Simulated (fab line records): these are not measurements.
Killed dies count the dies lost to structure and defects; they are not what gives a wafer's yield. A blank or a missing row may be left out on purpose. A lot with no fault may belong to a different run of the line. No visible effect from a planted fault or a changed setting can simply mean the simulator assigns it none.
Which of the tools did it? -- flow n5-finfet -- 22 lots with 66 wafers sampled at 3 steps, on a route of 1938 steps

== WHAT THE GAUGES SHOWED, per wafer ==
N5_BEOL_M6_CD_MEAS_35: target cd 40 nm, target cd y 28 nm.
lot,measured,on,cd-nm (nm)
L075,day 11 10:56,cd-sem-01,39.0 38.2 38.5
L076,day 11 17:31,cd-sem-02,39.8 38.5 39.5
L074,day 11 17:44,cd-sem-03,39.8 39.1 38.8
L078,day 11 18:08,cd-sem-02,39.4 39.4 39.5
L077,day 12 09:16,cd-sem-02,39.4 39.9 40.0
L079,day 12 14:41,cd-sem-01,39.2 39.6 39.7
L081,day 13 09:51,cd-sem-03,39.5 38.7 39.7
L084,day 13 20:02,cd-sem-01,40.7 40.0 39.9
L082,day 14 03:35,cd-sem-02,40.0 39.4 40.2
L080,day 14 06:49,cd-sem-02,38.8 39.4 39.6
L083,day 14 09:44,cd-sem-02,39.7 40.5 39.1
L087,day 14 13:29,cd-sem-02,40.0 39.4 38.8
L085,day 15 02:29,cd-sem-01,38.8 39.0 39.6
L088,day 15 02:35,cd-sem-03,39.9 40.4 39.2
L089,day 15 21:04,cd-sem-02,39.6 39.8 39.0
L090,day 15 21:31,cd-sem-03,38.5 39.9 39.7
L091,day 16 03:50,cd-sem-01,39.6 38.7 38.7
L095,day 16 07:44,cd-sem-01,39.6 39.7 40.4
L086,day 16 07:45,cd-sem-01,40.5 38.2 38.8
L092,day 17 00:36,cd-sem-03,38.7 39.4 37.8
L094,day 17 05:32,cd-sem-03,40.0 39.9 40.4
L097,day 17 09:04,cd-sem-02,39.1 38.9 39.1

N5_BEOL_M6_THK_MEAS_53: measures by xrf.
lot,measured,on,M6_THK (nm)
L075,day 11 13:23,film-metro-02,82.2 86.0 80.2
L076,day 11 19:41,film-metro-01,83.6 76.8 81.4
L074,day 11 21:51,film-metro-01,79.9 79.1 81.8
L078,day 11 22:37,film-metro-01,78.3 80.4 79.8
L077,day 12 12:53,film-metro-01,78.9 81.9 79.1
L079,day 12 18:55,film-metro-01,79.0 80.6 76.1
L081,day 13 11:54,film-metro-01,80.7 84.0 78.1
L084,day 13 22:50,film-metro-01,80.2 78.1 79.2
L082,day 14 05:47,film-metro-02,81.2 75.7 78.3
L080,day 14 11:04,film-metro-02,77.2 77.7 77.5
L083,day 14 14:07,film-metro-02,77.2 77.0 78.5
L087,day 14 16:07,film-metro-02,77.4 78.8 80.4
L085,day 15 04:59,film-metro-02,78.9 78.1 77.3
L088,day 15 05:02,film-metro-01,77.3 80.7 80.2
L089,day 15 23:48,film-metro-01,77.9 78.5 77.4
L090,day 16 00:23,film-metro-01,81.7 85.1 81.1
L091,day 16 05:50,film-metro-01,81.6 81.1 81.2
L095,day 16 11:06,film-metro-02,83.4 82.2 80.1
L086,day 16 11:22,film-metro-01,79.6 78.5 78.2
L092,day 17 02:51,film-metro-01,78.8 78.5 75.2
L094,day 17 07:46,film-metro-02,78.0 78.4 77.2
L097,day 17 12:29,film-metro-02,79.4 82.4 81.4

== TOOL THAT RAN EACH LOT (tool first, then ch and the chambers of the sampled wafers, then the start) ==
lot,N5_BEOL_M6_TRENCH_ETCH_37
L075,"rie-diel-03 ch 0,2,3, day 11 10:56 or earlier"
L076,"rie-diel-05 ch 0,1, day 11 17:31 or earlier"
L074,"rie-diel-02 ch 2,3, day 11 17:44 or earlier"
L078,"rie-diel-02 ch 0,2,3, day 11 18:08 or earlier"
L077,"rie-diel-05 ch 0,2,3, day 12 09:16 or earlier"
L079,"rie-diel-03 ch 1,2,3, day 12 14:41 or earlier"
L081,"rie-diel-05 ch 0,2,3, day 13 09:51 or earlier"
L084,"rie-diel-02 ch 0,1, day 13 20:02 or earlier"
L082,"rie-diel-02 ch 0,3, day 14 03:35 or earlier"
L080,"rie-diel-05 ch 1,2, day 14 06:49 or earlier"
L083,"rie-diel-02 ch 0,1,2, day 14 09:44 or earlier"
L087,"rie-diel-03 ch 0,1,3, day 14 13:29 or earlier"
L085,"rie-diel-03 ch 0,2, day 15 02:29 or earlier"
L088,"rie-diel-02 ch 1,3, day 15 02:35 or earlier"
L089,"rie-diel-03 ch 0,1,2, day 15 21:04 or earlier"
L090,"rie-diel-05 ch 0,1, day 15 21:31 or earlier"
L091,"rie-diel-03 ch 0,1,2, day 16 03:50 or earlier"
L095,"rie-diel-03 ch 1,2, day 16 07:44 or earlier"
L086,"rie-diel-05 ch 1,3, day 16 07:45 or earlier"
L092,"rie-diel-02 ch 0,3, day 17 00:36 or earlier"
L094,"rie-diel-02 ch 1,3, day 17 05:32 or earlier"
L097,"rie-diel-05 ch 0,1, day 17 09:04 or earlier"
- N5_BEOL_M6_TRENCH_ETCH_37: etches SiCOH lowk in C4F6/O2, target depth 94.435 nm, time 31.5 s.

== AS READ BY THE TOOLS THEMSELVES (means over the sampled wafers that have a number; for cases with no such wafer, the mark the record gives instead) ==
N5_BEOL_M6_TRENCH_ETCH_37.
lot,tool,O2_flow_sccm (sccm),chamber-pressure-mTorr (mTorr),drypump-motor-current-A (A),mfc-ar-sccm (sccm),oes-product-au (a.u.),rf-vpp-V (V),showerhead-plenum-p-Torr (Torr),throttle-valve-pct (%)
L075,rie-diel-03,9.99,29.998,5.6,300.9,0.86,688,2.95,20.71
L076,rie-diel-05,9.95,30.012,6.0,300.0,0.86,664,2.96,20.99
L074,rie-diel-02,10.04,30.002,6.6,300.8,0.76,676,2.79,20.88
L078,rie-diel-02,9.98,30.015,6.2,300.1,0.78,673,2.90,20.99
L077,rie-diel-05,10.02,29.998,5.8,300.1,0.81,660,2.90,20.80
L079,rie-diel-03,10.02,30.017,6.0,300.2,0.88,670,2.93,20.88
L081,rie-diel-05,9.99,29.982,5.8,299.5,0.79,659,2.90,20.82
L084,rie-diel-02,10.03,29.964,5.5,299.6,0.82,661,2.84,20.74
L082,rie-diel-02,9.99,30.031,6.3,300.1,0.78,666,2.98,21.08
L080,rie-diel-05,9.98,30.008,5.6,301.0,0.84,658,2.82,20.45
L083,rie-diel-02,9.99,30.012,5.8,300.8,0.78,670,2.82,20.86
L087,rie-diel-03,10.01,29.994,5.7,299.5,0.87,678,2.85,20.75
L085,rie-diel-03,9.99,30.002,5.3,300.7,0.89,693,2.86,20.58
L088,rie-diel-02,9.99,29.972,6.4,300.5,0.78,661,2.89,20.87
L089,rie-diel-03,9.99,29.973,5.7,300.9,0.85,675,2.84,20.85
L090,rie-diel-05,9.98,29.961,6.0,301.6,0.88,663,2.94,20.90
L091,rie-diel-03,10.00,30.013,5.7,300.0,0.84,676,2.84,20.85
L095,rie-diel-03,10.01,30.013,6.1,299.7,0.81,658,2.82,21.10
L086,rie-diel-05,9.98,29.995,5.2,301.1,0.95,653,2.80,20.37
L092,rie-diel-02,10.02,30.009,6.3,298.8,0.74,666,2.97,21.10
L094,rie-diel-02,10.03,29.970,6.4,300.2,0.76,662,2.88,20.90
L097,rie-diel-05,10.04,29.974,6.0,300.7,0.87,663,2.94,20.91

== THE ANSWER, worked out from the rows above alone ==
Rule: the lots themselves supply what counts as usual. The widest of any qualifying gaps counts: lots, ordered by their means at a reading, are off when they make up no more than a third of the lots, leave a main group of 4 or more, and stand apart from it by 3 or more times the standard deviation of that group's means. A main group whose means are all the same, to the digits that the tables above print for the reading, isn't used. Also off: a lot with no number at a reading for which 4 or more lots have one. The other lots that the step has rows for count as sound. First the gauges in route order, then the tools' own readings, where a lot's mean is used as printed above. At the first step where some lot is off, the reading lying furthest off is the one used; lots without a number count as furthest.
No lot is off on any of the readings shown, so nothing can be concluded from this.

== WHAT THE SIMULATOR HAD INSERTED ==
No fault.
